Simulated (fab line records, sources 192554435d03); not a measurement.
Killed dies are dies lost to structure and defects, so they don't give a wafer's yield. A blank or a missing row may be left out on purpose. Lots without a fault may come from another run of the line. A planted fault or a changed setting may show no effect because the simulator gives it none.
fab line records | flow n5_finfet
record lots=9 wafers=27 last_day=18
route steps=1938 shown BEOL_M4@1111 BEOL_M9@1457 BEOL_M10@1470 PASSIVATION@1936
lots that met no fault: from a run of the same line without faults
start_h: hours from the record's first day to the start of the lot's first wafer shown | wait_h: hours since the lot's step before | " the same as in the row above | L1.1+2: a row that stands for several wafers | - no value, or no start given | * or withheld: withheld | < > ~ a bound
route shown NAME@n: a module of which the file shows steps, and the number in the route of the first | usual: mean/standard deviation of fault-free wafers | same: alike in all rows | chamber/n: place in a boat | sites: the reading at each site | _std_site: their standard deviation | _edge_site: outer sites' mean less inner sites' | radius_mm: how far each site lies from the wafer's centre | mask NAME#n: copy n | behind: the tool/chamber that last shaped the wafer | hold: why the lot was held/for how many hours/how that ended | device: the transistor (n, p or np) that didn't switch | end of line: the same wafers' tests at the end of the route | a step without rows: its recipe alone | killed: dies lost to structure and defects at the first sort, not the wafer's yield | map: a wafer's dies, x killed, . not, _ none there
set.NAME: the setting as run; set.NAME@STEP: as run at that earlier step | model.NAME: the simulator's own value behind a step, which no gauge read
steps of the route over a sample of lots; a table a step, a row a wafer
services: from which hour (start_h, from the record's first day; less than 0 if before it) a tool's chamber was out of use, for how many hours, and why
## steps
# step N5_BEOL_M4_RC_MEAS_101
# usual DIBL_N=36.4/1.4 DIBL_P=36.3/1.8 IOFF_N=0.163/0.024 IOFF_P=0.21/0.034 ION_N=673/11 ION_P=461/7.4 SS_N=71.6/0.52 SS_P=73.3/0.58 VT_N=249.4/2.5 VT_P=-250/3.5
# columns lot.wafer tool chamber start_h wait_h DIBL_N[mV/V] DIBL_P[mV/V] IOFF_N[nA/um] IOFF_P[nA/um] ION_N[uA/um] ION_P[uA/um] SS_N[mV/dec] SS_P[mV/dec] VT_N[mV] VT_P[mV]
L588.1 prober-01 0 175.17 0.0 37.2 38.0 0.170 0.25 663 456 71.9 73.8 245.9 -246
L588.2 " 0 " " 37.2 37.4 0.169 0.24 668 462 71.2 73.4 249.0 -248
L588.5 " 0 " " 37.5 38.2 0.181 0.24 666 459 71.9 73.8 246.9 -248
L590.4 prober-02 0 192.36 0.5 34.6 33.8 0.118 0.20 651 458 70.6 72.5 254.1 -248
L590.5 " 0 " " 36.9 36.4 0.154 0.25 661 462 72.2 72.9 247.8 -247
L590.6 " 0 " " 37.7 38.1 0.176 0.27 682 477 72.1 74.1 249.6 -243
L594.2 prober-02 0 212.44 0.2 36.0 36.8 0.169 0.23 665 461 72.1 73.5 248.2 -247
L594.4 " 0 " " 35.0 35.7 0.145 0.21 666 457 71.0 73.2 248.0 -249
L594.5 " 0 " " 36.5 37.7 0.174 0.26 680 475 71.9 73.9 247.9 -244
L598.2 prober-01 0 239.74 0.2 35.9 36.1 0.165 0.21 677 465 71.0 73.2 247.3 -251
L598.3 " 0 " " 38.3 39.3 0.228 0.28 700 470 71.9 74.8 245.2 -246
L598.6 " 0 " " 35.1 35.2 0.151 0.20 670 458 71.2 73.3 249.2 -251
L599.2 prober-01 0 255.33 0.2 35.8 37.2 0.162 0.23 688 474 70.9 72.8 247.3 -246
L599.3 " 0 " " 35.5 36.3 0.154 0.21 684 465 71.5 72.7 248.5 -248
L599.5 " 0 " " 37.7 37.8 0.188 0.27 680 469 71.4 73.5 244.9 -244
L604.1 prober-01 0 262.24 0.0 35.6 34.6 0.142 0.17 658 449 71.2 72.6 251.1 -254
L604.2 " 0 " " 35.3 34.4 0.139 0.17 671 454 71.2 72.4 253.0 -258
L604.3 " 0 " " 37.2 37.2 0.175 0.21 675 463 71.5 73.6 246.6 -252
L606.1 prober-01 0 286.41 0.0 39.8 39.1 0.201 0.26 667 458 71.8 74.0 250.8 -245
L606.4 " 0 " " 38.6 37.8 0.186 0.25 684 467 71.5 73.6 249.1 -245
L606.5 " 0 " " 38.2 37.4 0.171 0.23 666 463 71.7 73.3 248.9 -247
L607.2 prober-02 0 303.23 0.2 35.1 34.8 0.137 0.19 665 460 70.9 73.0 250.8 -250
L607.4 " 0 " " 36.0 35.2 0.146 0.20 666 455 71.1 72.9 251.1 -250
L607.6 " 0 " " 35.1 35.0 0.142 0.20 662 456 70.9 72.6 248.0 -248
L609.2 prober-01 0 306.09 0.2 37.4 35.5 0.158 0.23 674 466 71.0 73.2 249.3 -247
L609.4 " 0 " " 40.3 38.7 0.217 0.30 691 465 72.4 73.9 245.3 -242
L609.5 " 0 " " 36.6 33.9 0.146 0.22 656 458 71.6 72.1 254.2 -247
# step N5_BEOL_M9_PRE_CLEAN_45
# recipe gas=H2/He time_s=30 temp_c=250
# usual heater_power_w=333/37 susceptor_temp_C=249.99/0.17
# columns lot.wafer tool chamber start_h wait_h heater_power_w susceptor_temp_C
L588.1 pvd_sputter-02 - 218.42 0.0 388 250.11
L588.2 " - " " 319 249.88
L588.5 " - " " 392 250.02
L590.4 pvd_sputter-03 - 235.92 0.0 313 250.20
L590.5 " - " " 310 249.87
L590.6 " - " " 336 250.04
L594.2 pvd_sputter-03 - 257.55 0.0 346 250.08
L594.4 " - " " 317 250.12
L594.5 " - " " 288 250.11
L598.2 pvd_sputter-01 - 282.97 0.0 350 249.85
L598.3 " - " " 345 250.09
L598.6 " - " " 333 250.33
L599.2 pvd_sputter-03 - 299.89 0.0 355 249.91
L599.3 " - " " 281 250.28
L599.5 " - " " 319 249.95
L604.1 pvd_sputter-03 - 313.08 0.0 324 249.83
L604.2 " - " " 284 250.02
L604.3 " - " " 311 249.96
L606.1 pvd_sputter-02 - 334.36 0.0 306 250.07
L606.4 " - " " 348 249.96
L606.5 " - " " 400 250.14
L607.2 pvd_sputter-01 - 357.31 0.0 289 250.06
L607.4 " - " " 343 249.89
L607.6 " - " " 287 249.95
L609.2 pvd_sputter-03 - 364.16 0.0 311 249.94
L609.4 " - " " 314 249.94
L609.5 " - " " 335 249.98
# step N5_BEOL_M9_SURFACE_TREAT_79
# recipe gas=Ar time_s=* ion_energy_ev=* ion_current_ma_cm2=0.5 pressure_mtorr=* ar_flow_sccm=30
# usual throttle_valve_pct=*
# columns lot.wafer tool chamber start_h wait_h throttle_valve_pct
L588.1 pvd_sputter-02 - 218.95 0.2 *
L588.2 " - " " *
L588.5 " - " " *
L590.4 pvd_sputter-03 - 236.42 0.3 *
L590.5 " - " " *
L590.6 " - " " *
L594.2 pvd_sputter-02 - 257.89 0.2 *
L594.4 " - " " *
L594.5 " - " " *
L598.2 pvd_sputter-03 - 283.37 0.2 *
L598.3 " - " " *
L598.6 " - " " *
L599.2 pvd_sputter-01 - 300.96 0.8 *
L599.3 " - " " *
L599.5 " - " " *
L604.1 pvd_sputter-03 - 313.46 0.2 *
L604.2 " - " " *
L604.3 " - " " *
L606.1 pvd_sputter-01 - 334.86 0.3 *
L606.4 " - " " *
L606.5 " - " " *
L607.2 pvd_sputter-01 - 357.81 0.3 *
L607.4 " - " " *
L607.6 " - " " *
L609.2 pvd_sputter-01 - 364.57 0.2 *
L609.4 " - " " *
L609.5 " - " " *
# step N5_BEOL_M9_THK_MEAS_53
# recipe thk_meas_gauge=xrf reads=Cu_of_BEOL_M9_ECD_50
# usual M9_THK=138.3/2.8
# columns lot.wafer tool chamber start_h wait_h M9_THK[nm]
L588.1 film_metro-01 - 220.47 - 135.8
L588.2 " - " " 136.1
L588.5 " - " " 132.2
L590.4 film_metro-01 - 237.68 - 134.8
L590.5 " - " " 134.1
L590.6 " - " " 137.9
L594.2 film_metro-01 - 258.95 - 137.1
L594.4 " - " " 136.1
L594.5 " - " " 135.9
L598.2 film_metro-01 - 285.13 - 134.9
L598.3 " - " " 138.7
L598.6 " - " " 137.9
L599.2 film_metro-01 - 302.04 - 135.2
L599.3 " - " " 136.6
L599.5 " - " " 136.5
L604.1 film_metro-02 - 315.04 - 139.9
L604.2 " - " " 137.7
L604.3 " - " " 140.4
L606.1 film_metro-02 - 335.93 - 146.5
L606.4 " - " " 142.0
L606.5 " - " " 139.7
L607.2 film_metro-02 - 360.39 - 138.6
L607.4 " - " " 139.8
L607.6 " - " " 142.6
L609.2 film_metro-01 - 365.63 - 137.9
L609.4 " - " " 136.9
L609.5 " - " " 139.8
# step N5_BEOL_M10_ILD_DEP_00
# recipe material=SiCOH_lowk target_thk_a=3085.1 temp_c=300 precursor=DEMS/porogen pressure_torr=5 rf_w=500 time_s=58
# usual heater_power_w=335/68 rf_fwd_power_W=495.7/2 run_length_s=100.8/0.41 showerhead_plenum_p_Torr=5.729/0.015 susceptor_temp_C=300.00/0.2 throttle_valve_pct=13.7/0.57
# columns lot.wafer tool chamber start_h wait_h heater_power_w rf_fwd_power_W run_length_s showerhead_plenum_p_Torr susceptor_temp_C throttle_valve_pct
L588.1 pecvd-04 1 220.67 0.0 340 498.8 100.9 5.725 300.02 13.4
L588.2 " 0 " " 338 495.7 101.1 5.733 299.70 14.2
L588.5 " 0 " " 340 495.2 100.7 5.741 299.95 13.9
L590.4 pecvd-04 2 237.90 0.1 434 497.6 101.0 5.715 300.27 13.5
L590.5 " 0 " " 373 496.3 100.5 5.762 299.98 14.1
L590.6 " 1 " " 363 499.8 100.6 5.737 300.07 13.5
L594.2 pecvd-02 1 259.19 0.0 281 494.6 101.1 5.748 299.77 14.2
L594.4 " 1 " " 287 496.1 101.2 5.733 299.66 14.2
L594.5 " 1 " " 221 494.5 101.1 5.725 299.88 14.2
L598.2 pecvd-02 2 285.33 0.0 349 497.2 101.0 5.756 299.98 13.9
L598.3 " 1 " " 283 496.9 101.3 5.733 299.68 14.2
L598.6 " 1 " " 276 492.8 101.9 5.738 299.77 13.8
L599.2 pecvd-02 2 302.23 0.0 448 - 72.0 5.736 - 13.7
L599.3 " 0 " " 352 492.5 101.1 5.731 300.04 14.1
L599.5 " 0 " " 285 493.7 100.6 5.733 300.08 14.0
L604.1 pecvd-01 2 315.23 0.0 317 491.7 100.7 5.737 300.20 12.8
L604.2 " 1 " " 225 492.4 100.9 5.718 299.89 13.6
L604.3 " 0 " " 243 496.1 101.1 5.719 300.00 14.9
L606.1 pecvd-01 1 336.13 0.0 205 493.3 101.4 5.707 299.93 13.5
L606.4 " 2 " " 296 495.4 101.3 5.751 299.84 12.6
L606.5 " 1 " " 215 495.3 100.3 5.703 299.89 13.5
L607.2 pecvd-04 1 360.59 0.0 376 499.3 100.6 5.726 300.18 13.4
L607.4 " 1 " " 381 496.3 100.9 5.719 300.12 13.3
L607.6 " 2 " " 436 493.5 100.2 5.712 300.04 13.7
L609.2 pecvd-04 0 365.83 0.0 375 494.4 100.5 5.743 299.67 14.2
L609.4 " 0 " " 372 493.6 100.3 5.752 299.81 14.3
L609.5 " 2 " " 429 497.2 100.0 5.706 299.87 13.5
# step N5_BEOL_M10_THK_MEAS_01
# recipe reads=SiCOH_lowk_of_BEOL_M10_ILD_DEP_00
# usual M10_ILD_THK=269/3.7
# columns lot.wafer tool chamber start_h wait_h M10_ILD_THK[nm]
L588.1 film_metro-01 - 221.26 0.4 266
L588.2 " - " " 266
L588.5 " - " " 270
L590.4 film_metro-01 - 239.08 0.2 266
L590.5 " - " " 263
L590.6 " - " " 271
L594.2 film_metro-01 - 259.81 0.4 266
L594.4 " - " " 270
L594.5 " - " " 270
L598.2 film_metro-01 - 285.92 0.4 262
L598.3 " - " " 266
L598.6 " - " " 270
L599.2 film_metro-01 - 304.26 1.3 126
L599.3 " - " " 261
L599.5 " - " " 269
L604.1 film_metro-02 - 317.30 1.6 271
L604.2 " - " " 273
L604.3 " - " " 273
L606.1 film_metro-01 - 337.20 0.8 268
L606.4 " - " " 274
L606.5 " - " " 272
L607.2 film_metro-01 - 361.18 0.4 267
L607.4 " - " " 268
L607.6 " - " " 262
L609.2 film_metro-01 - 366.60 0.4 266
L609.4 " - " " 270
L609.5 " - " " 273
# step N5_PASSIVATION_PROBE_49
# usual defect_limited_yield=91.4/1.6 killed_at_M0_to_M3=34/12 killed_at_M4_up=13/5.2 killed_at_contacts=11/5.5 killed_at_front_end=40/13 killed_at_other=3.4/2.7 killed_dies=102/19 killed_on_rim=13/4.3 killed_open=66/15 killed_short=33/7.9 sort_bin_5_function=5.1/1.1 sort_bin_6_memory=3.2/0.7 sort_n_pass=1078/19 sort_yield_pct=91.4/1.6
# same gross_dies=1180 killed_at_back_side=0 sort_bin_4_leakage[%]=0 sort_bin_8_speed[%]=0
# columns lot.wafer tool chamber start_h wait_h defect_limited_yield[%] killed_at_M0_to_M3 killed_at_M4_up killed_at_contacts killed_at_front_end killed_at_other killed_dies killed_on_rim killed_open killed_short sort_bin_5_function[%] sort_bin_6_memory[%] sort_n_pass sort_yield_pct[%]
L599.2 prober-01 - 370.00 0.2 0.3 39 1081 6 47 3 1176 151 66 37 5.0 3.3 4 0.3
L599.3 prober-01 - 370.05 0.3 92.8 40 14 8 18 5 85 8 57 27 4.2 2.8 1095 92.8
L599.5 prober-01 - 370.15 0.4 91.6 31 13 9 44 2 99 13 57 42 4.6 3.4 1081 91.6
# killed by level:class
L599.2 BEOL_M10:area_dep=1073 STI_FIN_REVEAL:geometric_particle:open=11 BEOL_M1:geometric_particle:open=10 FIN_SAQP:geometric_particle:short=8 BEOL_M0_SAQP:geometric_particle:open=7 FIN_SAQP:geometric_particle:open=6 BEOL_M1:geometric_particle:short=5 BEOL_M3:geometric_particle:short=5
L599.3 BEOL_M1:geometric_particle:open=16 BEOL_M0_SAQP:geometric_particle:short=7 MOL_CONTACT_COAG:geometric_particle:open=7 BEOL_M4:geometric_particle:open=7 BEOL_M1:geometric_particle:short=6 FIN_SAQP:geometric_particle:open=5 FIN_SAQP:geometric_particle:short=5 BEOL_M3:geometric_particle:open=4
L599.5 FIN_SAQP:geometric_particle:open=11 BEOL_M0_SAQP:geometric_particle:short=8 FIN_SAQP:geometric_particle:short=7 MOL_CONTACT_COAG:geometric_particle:open=7 BEOL_M1:geometric_particle:open=6 STARTING-WAFER:geometric_particle:short=5 ILD0:geometric_particle:short=4 DUMMY_GATE:geometric_particle:short=4
## services
# columns tool chamber start_h hours kind
pecvd-04 - 200.20 0.3 repair
pecvd-04 1 230.26 5.5 scheduled_down
pecvd-01 2 234.74 4.8 repair
pecvd-01 0 247.98 5.0 scheduled_down
pecvd-02 0 253.33 6.3 repair
pecvd-04 0 254.36 4.9 repair
pecvd-01 2 257.52 2.1 scheduled_down
pecvd-04 2 259.74 5.0 scheduled_down
pecvd-02 2 309.34 2.1 scheduled_down
pecvd-01 - 310.45 1.7 repair
pecvd-02 - 316.35 6.0 pm
pecvd-04 0 322.30 5.5 scheduled_down
pvd_sputter-02 - 335.43 2.0 repair
pecvd-02 1 339.08 4.0 repair
pecvd-01 0 341.60 23.7 repair
pecvd-01 2 343.72 5.5 scheduled_down
pecvd-02 1 355.91 9.4 repair
## key
first_sign step=N5_BEOL_M10_ILD_DEP_00 reading=run_length_s direction=down sigmas=70 usual=* struck=*
effect step=N5_BEOL_M10_THK_MEAS_01 reading=M10_ILD_THK direction=down sigmas=39 usual=269 struck=126
effect step=N5_PASSIVATION_PROBE_49 reading=killed_at_M4_up direction=up sigmas=99+ usual=13 struck=1081
more_kills_born_at N5_BEOL_M10_ILD_DEP_00@pecvd-02=1073
met_at N5_BEOL_M10_ILD_DEP_00
struck_lots L599
struck_wafers L599.2
later_rows_left_out L599.2
not_acting_at N5_BEOL_M9_PRE_CLEAN_45,N5_BEOL_M9_SURFACE_TREAT_79,N5_BEOL_M9_THK_MEAS_53
onset_between 285.33 302.23
fault kind=process_parameter_drift tool=pecvd-02 chamber=- onset_h=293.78 steps=N5_BEOL_M10_ILD_DEP_00 channel=time_s offset=* shape=step end_h=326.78 scope=struck_wafers_only acts_in=* stated=*
# later_rows_left_out: the simulator's readings of these wafers behind a module that went badly wrong aren't trusted and aren't shown, but for the sort
